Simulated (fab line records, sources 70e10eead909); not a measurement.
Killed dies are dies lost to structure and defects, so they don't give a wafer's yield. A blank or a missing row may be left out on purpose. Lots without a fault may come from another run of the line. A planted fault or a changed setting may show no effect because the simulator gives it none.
Chamber matching | flow nand_harc | NHARC_A_CHANNEL_FILL_D1_ALD_16 on ald_hk-04: 4 sister chambers
The step deposits SiO2, target thk 1.5 nm, pulse time 10 s, ald cycles 15. 4 wafers are shown with their chamber, then 8 later ones without.

WAFERS WITH THEIR CHAMBER
wafer  | chamber | heater_power_w (W)
L080.5 | 0       | 476
L086.2 | 3       | 484
L086.4 | 1       | 449
L087.2 | 2       | 465

WAFERS WITHOUT THEIR CHAMBER
wafer  | heater_power_w (W)
L087.5 | 469
L087.6 | 490
L093.1 | 439
L093.2 | 484
L093.6 | 468
L094.1 | 461
L094.5 | 470
L094.6 | 473

WHICH CHAMBER EACH WENT THROUGH
wafer  | from the rows above          | in truth
L087.5 | can't be placed: 2 or 0      | 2
L087.6 | can't be placed: 3 or 0      | 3
L093.1 | 1                            | 1
L093.2 | can't be placed: 3 or 0      | 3
L093.6 | can't be placed: 2 or 0      | 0
L094.1 | can't be placed: 2 or 1      | 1
L094.5 | can't be placed: 2 or 0 or 3 | 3
L094.6 | can't be placed: 0 or 2 or 3 | 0
Placed correctly: 1 of 8. Can't be placed from these rows: 7 (the true chamber is among the candidates in 7). Placed wrongly: 0.
How it was worked out, from the rows above alone: a wafer's distance from a chamber is the root of the sum, over the readings, of the square of ((its reading less the chamber's mean) divided by the reading's scatter). The wafer belongs to the nearest chamber; if the next one is less than 2 further off, it can't be placed. A chamber's mean is the mean of its shown wafers. The scatter: with one shown wafer a chamber, the root of the mean of the squares of how far each hidden wafer lies from its nearest shown one.
